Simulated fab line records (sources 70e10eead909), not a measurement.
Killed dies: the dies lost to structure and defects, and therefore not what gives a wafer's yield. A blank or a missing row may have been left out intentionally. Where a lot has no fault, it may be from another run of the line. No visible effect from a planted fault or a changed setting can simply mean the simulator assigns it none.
Chamber matching | flow nand harc | NHARC_A_BLC_STRIP_21 on rie diel-12 has 4 sister chambers
The step strips in O2. 24 wafers are shown with their chamber, then 12 later ones without.

== WAFERS WITH THEIR CHAMBER ==
wafer  | chamber | drypump motor current A (A) | showerhead plenum p Torr (Torr) | throttle valve pct (%)
L076.1 | 3       | 6.0                         | 3.60                            | 17.019
L076.3 | 2       | 6.2                         | 3.68                            | 17.056
L076.6 | 3       | 6.0                         | 3.60                            | 17.027
L076.2 | 1       | 5.9                         | 3.61                            | 17.019
L076.4 | 0       | 5.7                         | 3.48                            | 17.035
L076.5 | 0       | 5.7                         | 3.48                            | 17.036
L075.3 | 2       | 6.2                         | 3.68                            | 17.038
L075.4 | 0       | 5.7                         | 3.48                            | 17.048
L075.5 | 3       | 6.0                         | 3.60                            | 17.030
L075.1 | 3       | 6.0                         | 3.60                            | 17.038
L075.2 | 1       | 5.9                         | 3.61                            | 17.038
L075.6 | 2       | 6.2                         | 3.68                            | 17.037
L082.3 | 1       | 5.9                         | 3.60                            | 17.046
L082.5 | 3       | 6.0                         | 3.59                            | 17.037
L082.6 | 2       | 6.2                         | 3.68                            | 17.032
L083.2 | 1       | 6.0                         | 3.60                            | 17.023
L083.4 | 0       | 5.7                         | 3.47                            | 17.047
L083.6 | 0       | 5.7                         | 3.47                            | 17.046
L083.1 | 2       | 6.2                         | 3.68                            | 17.037
L083.3 | 3       | 6.0                         | 3.59                            | 17.024
L083.5 | 1       | 5.9                         | 3.60                            | 17.039
L086.2 | 3       | 6.0                         | 3.58                            | 17.025
L086.3 | 2       | 6.2                         | 3.67                            | 17.021
L086.4 | 0       | 5.7                         | 3.46                            | 17.051

SIGNATURES (averages over the wafers above)
reading                  | chamber 0 | chamber 1 | chamber 2 | chamber 3 | scatter within a chamber
drypump motor current A  | 5.700     | 5.920     | 6.200     | 6.000     | 0.02
showerhead plenum p Torr | 3.4733    | 3.6040    | 3.6783    | 3.5943    | 0.00674
throttle valve pct       | 17.04383  | 17.03300  | 17.03683  | 17.02857  | 0.00917
Rule: a wafer's distance from a chamber is the root of the sum, over the readings, of the square of ((its reading less the chamber's mean) divided by the reading's scatter). The wafer belongs to the nearest chamber; if the next one is less than 2 further off, it can't be placed. How the scatter is found: for the shown wafers, subtract from each reading the mean of its chamber, square and add these, divide the total by (wafers less chambers), then take the root.

== WAFERS WITHOUT THEIR CHAMBER ==
wafer  | drypump motor current A (A) | showerhead plenum p Torr (Torr) | throttle valve pct (%)
L086.1 | 5.9                         | 3.59                            | 17.023
L086.5 | 6.0                         | 3.58                            | 17.041
L086.6 | 5.7                         | 3.46                            | 17.050
L090.1 | 5.9                         | 3.59                            | 17.039
L090.3 | 6.2                         | 3.67                            | 17.043
L090.6 | 6.0                         | 3.58                            | 17.022
L096.1 | 6.2                         | 3.66                            | 17.053
L096.2 | 5.7                         | 3.45                            | 17.034
L096.4 | 6.0                         | 3.57                            | 17.047
L096.3 | 5.9                         | 3.58                            | 17.048
L096.5 | 5.9                         | 3.58                            | 17.044
L096.6 | 5.7                         | 3.45                            | 17.032

== CHAMBER TAKEN BY EACH ==
wafer  | from the rows above     | in truth
L086.1 | 1                       | 1
L086.5 | 3                       | 3
L086.6 | 0                       | 0
L090.1 | 1                       | 1
L090.3 | 2                       | 2
L090.6 | 3                       | 3
L096.1 | 2                       | 2
L096.2 | 0                       | 0
L096.4 | 3                       | 3
L096.3 | can't be placed: 1 or 3 | 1
L096.5 | can't be placed: 1 or 3 | 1
L096.6 | 0                       | 0
10 of 12 placed correctly. From these rows, 2 cannot be placed; in 2 the true chamber is one of the candidates. Placed wrongly: 0.
